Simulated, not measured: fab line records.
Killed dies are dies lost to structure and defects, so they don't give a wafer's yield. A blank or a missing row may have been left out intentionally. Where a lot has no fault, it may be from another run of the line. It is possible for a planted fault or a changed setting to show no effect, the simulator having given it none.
Which tool is to blame? / flow nand_harc / 14 lots with 41 wafers sampled at 4 steps, on a route of 1159 steps

## WHAT THE GAUGES SHOWED, per wafer
NHARC_A_ONON_D1_THK_MEAS_11: measures by ellipsometry.
lot=L873; measured=day 8 00:46; on=film_metro-02; thk_nm (nm)=999 998 997
lot=L875; measured=day 8 00:49; on=film_metro-02; thk_nm (nm)=1002 1002 1001
lot=L874; measured=day 8 06:32; on=film_metro-02; thk_nm (nm)=992 993 992
lot=L877; measured=day 8 12:59; on=film_metro-02; thk_nm (nm)=1003 1002 1002
lot=L880; measured=day 9 11:25; on=film_metro-02; thk_nm (nm)=1008 1008 1008
lot=L878; measured=day 9 11:12; on=film_metro-02; thk_nm (nm)=1004 1003 1003
lot=L884; measured=day 10 20:22; on=film_metro-02; thk_nm (nm)=992 991 991
lot=L883; measured=day 10 20:31; on=film_metro-02; thk_nm (nm)=1021 1023 1022
lot=L887; measured=day 10 20:22; on=film_metro-02; thk_nm (nm)=1003 1003 1003
lot=L885; measured=day 10 20:44; on=film_metro-01; thk_nm (nm)=1016 1014 1018
lot=L889; measured=day 11 19:38; on=film_metro-01; thk_nm (nm)=1006 1008 1007
lot=L891; measured=day 12 04:25; on=film_metro-01; thk_nm (nm)=998 998 998
lot=L892; measured=day 12 04:26; on=film_metro-01; thk_nm (nm)=994 992
lot=L895; measured=day 13 08:20; on=film_metro-01; thk_nm (nm)=1007 1007 1007

NHARC_A_ONON_D1_THK_MEAS_30: measures by ellipsometry.
lot=L873; measured=day 8 12:04; on=film_metro-01; thk_nm (nm)=989 987 990
lot=L875; measured=day 8 12:04; on=film_metro-01; thk_nm (nm)=1011 1009 1010
lot=L874; measured=day 8 19:10; on=film_metro-01; thk_nm (nm)=1010 1009 1011
lot=L877; measured=day 8 22:56; on=film_metro-02; thk_nm (nm)=992 992 992
lot=L880; measured=day 9 21:59; on=film_metro-02; thk_nm (nm)=1000 1001 1000
lot=L878; measured=day 9 22:09; on=film_metro-02; thk_nm (nm)=1000 1000 1000
lot=L884; measured=day 11 07:34; on=film_metro-01; thk_nm (nm)=990 990 990
lot=L883; measured=day 11 07:12; on=film_metro-02; thk_nm (nm)=987 987 988
lot=L887; measured=day 11 07:13; on=film_metro-01; thk_nm (nm)=1011 1013 1012
lot=L885; measured=day 11 07:34; on=film_metro-02; thk_nm (nm)=998 999 999
lot=L889; measured=day 12 09:16; on=film_metro-02; thk_nm (nm)=975 978 1010
lot=L891; measured=day 12 16:55; on=film_metro-02; thk_nm (nm)=992 990 991
lot=L892; measured=day 12 16:56; on=film_metro-01; thk_nm (nm)=969 969
lot=L895; measured=day 13 19:11; on=film_metro-02; thk_nm (nm)=999 1000 999

## WHICH TOOL RAN EACH LOT (tool, then ch and the chambers of the sampled wafers, then the start)
lot=L873; NHARC_P_BONDPAD_PVD_27=pvd_sputter-03, day 8 00:46 or earlier; NHARC_A_ONON_D1_DEP_28=pecvd_onon-01 ch 0, day 8 11:33
lot=L875; NHARC_P_BONDPAD_PVD_27=pvd_sputter-03, day 8 00:49 or earlier; NHARC_A_ONON_D1_DEP_28=pecvd_onon-03 ch 0, day 8 11:34
lot=L874; NHARC_P_BONDPAD_PVD_27=pvd_sputter-01, day 8 06:32 or earlier; NHARC_A_ONON_D1_DEP_28=pecvd_onon-01 ch 0, day 8 18:39
lot=L877; NHARC_P_BONDPAD_PVD_27=pvd_sputter-01, day 8 12:59 or earlier; NHARC_A_ONON_D1_DEP_28=pecvd_onon-01 ch 0, day 8 22:25
lot=L880; NHARC_P_BONDPAD_PVD_27=pvd_sputter-01, day 9 11:25 or earlier; NHARC_A_ONON_D1_DEP_28=pecvd_onon-04 ch 0, day 9 21:29
lot=L878; NHARC_P_BONDPAD_PVD_27=pvd_sputter-02, day 9 11:12 or earlier; NHARC_A_ONON_D1_DEP_28=pecvd_onon-01 ch 0, day 9 21:38
lot=L884; NHARC_P_BONDPAD_PVD_27=pvd_sputter-03, day 10 20:22 or earlier; NHARC_A_ONON_D1_DEP_28=pecvd_onon-03 ch 0, day 11 07:10
lot=L883; NHARC_P_BONDPAD_PVD_27=pvd_sputter-01, day 10 20:31 or earlier; NHARC_A_ONON_D1_DEP_28=pecvd_onon-03 ch 0, day 11 06:41
lot=L887; NHARC_P_BONDPAD_PVD_27=pvd_sputter-03, day 10 20:22 or earlier; NHARC_A_ONON_D1_DEP_28=pecvd_onon-01 ch 0, day 11 06:50
lot=L885; NHARC_P_BONDPAD_PVD_27=pvd_sputter-01, day 10 20:44 or earlier; NHARC_A_ONON_D1_DEP_28=pecvd_onon-01 ch 0, day 11 07:14
lot=L889; NHARC_P_BONDPAD_PVD_27=pvd_sputter-01, day 11 19:38 or earlier; NHARC_A_ONON_D1_DEP_28=pecvd_onon-01 ch 0, day 12 08:49
lot=L891; NHARC_P_BONDPAD_PVD_27=pvd_sputter-02, day 12 04:25 or earlier; NHARC_A_ONON_D1_DEP_28=pecvd_onon-03 ch 0, day 12 16:28
lot=L892; NHARC_P_BONDPAD_PVD_27=pvd_sputter-01, day 12 04:26 or earlier; NHARC_A_ONON_D1_DEP_28=pecvd_onon-01 ch 0, day 12 16:28
lot=L895; NHARC_P_BONDPAD_PVD_27=pvd_sputter-01, day 13 08:20 or earlier; NHARC_A_ONON_D1_DEP_28=pecvd_onon-04 ch 0, day 13 18:40
- NHARC_P_BONDPAD_PVD_27: deposits Cu, target thk 30 nm, time 20.49 s.
- NHARC_A_ONON_D1_DEP_28: target thk 1000 nm.

## AS READ BY THE TOOLS THEMSELVES (means over the sampled wafers that have a number; for cases with no such wafer, the mark the record gives instead)
NHARC_P_BONDPAD_PVD_27.
lot=L873; tool=pvd_sputter-03; throttle_valve_pct (%)=29.9
lot=L875; tool=pvd_sputter-03; throttle_valve_pct (%)=30.1
lot=L874; tool=pvd_sputter-01; throttle_valve_pct (%)=31.0
lot=L877; tool=pvd_sputter-01; throttle_valve_pct (%)=30.9
lot=L880; tool=pvd_sputter-01; throttle_valve_pct (%)=30.1
lot=L878; tool=pvd_sputter-02; throttle_valve_pct (%)=29.5
lot=L884; tool=pvd_sputter-03; throttle_valve_pct (%)=30.1
lot=L883; tool=pvd_sputter-01; throttle_valve_pct (%)=30.7
lot=L887; tool=pvd_sputter-03; throttle_valve_pct (%)=30.8
lot=L885; tool=pvd_sputter-01; throttle_valve_pct (%)=31.3
lot=L889; tool=pvd_sputter-01; throttle_valve_pct (%)=30.6
lot=L891; tool=pvd_sputter-02; throttle_valve_pct (%)=30.3
lot=L892; tool=pvd_sputter-01; throttle_valve_pct (%)=31.6
lot=L895; tool=pvd_sputter-01; throttle_valve_pct (%)=30.2

NHARC_A_ONON_D1_DEP_28.
lot=L873; tool=pecvd_onon-01; susceptor_temp_C (C)=400.03
lot=L875; tool=pecvd_onon-03; susceptor_temp_C (C)=400.03
lot=L874; tool=pecvd_onon-01; susceptor_temp_C (C)=399.71
lot=L877; tool=pecvd_onon-01; susceptor_temp_C (C)=399.86
lot=L880; tool=pecvd_onon-04; susceptor_temp_C (C)=399.90
lot=L878; tool=pecvd_onon-01; susceptor_temp_C (C)=400.01
lot=L884; tool=pecvd_onon-03; susceptor_temp_C (C)=400.05
lot=L883; tool=pecvd_onon-03; susceptor_temp_C (C)=399.80
lot=L887; tool=pecvd_onon-01; susceptor_temp_C (C)=400.08
lot=L885; tool=pecvd_onon-01; susceptor_temp_C (C)=399.85
lot=L889; tool=pecvd_onon-01; susceptor_temp_C (C)=399.93
lot=L891; tool=pecvd_onon-03; susceptor_temp_C (C)=400.07
lot=L892; tool=pecvd_onon-01; susceptor_temp_C (C)=400.02
lot=L895; tool=pecvd_onon-04; susceptor_temp_C (C)=399.82

## THE ANSWER, worked out from the rows above alone
Rule: usual is defined by the lots themselves. The widest of any qualifying gaps counts: lots, ordered by their means at a reading, are off when they make up no more than a third of the lots, leave a main group of 4 or more, and stand apart from it by 3 or more times the standard deviation of that group's means. The tables above print the reading to a certain number of digits; a main group whose means all agree to those digits is not used. A lot without any number at a reading at which 4 lots or more have one is off too. All remaining lots with rows at the step are treated as sound. After the gauges, taken in route order, come the tools' own readings; for these a lot's mean is taken, as printed above. The first step at which some lot is off is used, and at that step the reading that is off furthest; a lot without a number counts as furthest.
No lot is off on any of the readings shown, so nothing can be concluded from this.

## WHAT THE SIMULATOR HAD PUT IN
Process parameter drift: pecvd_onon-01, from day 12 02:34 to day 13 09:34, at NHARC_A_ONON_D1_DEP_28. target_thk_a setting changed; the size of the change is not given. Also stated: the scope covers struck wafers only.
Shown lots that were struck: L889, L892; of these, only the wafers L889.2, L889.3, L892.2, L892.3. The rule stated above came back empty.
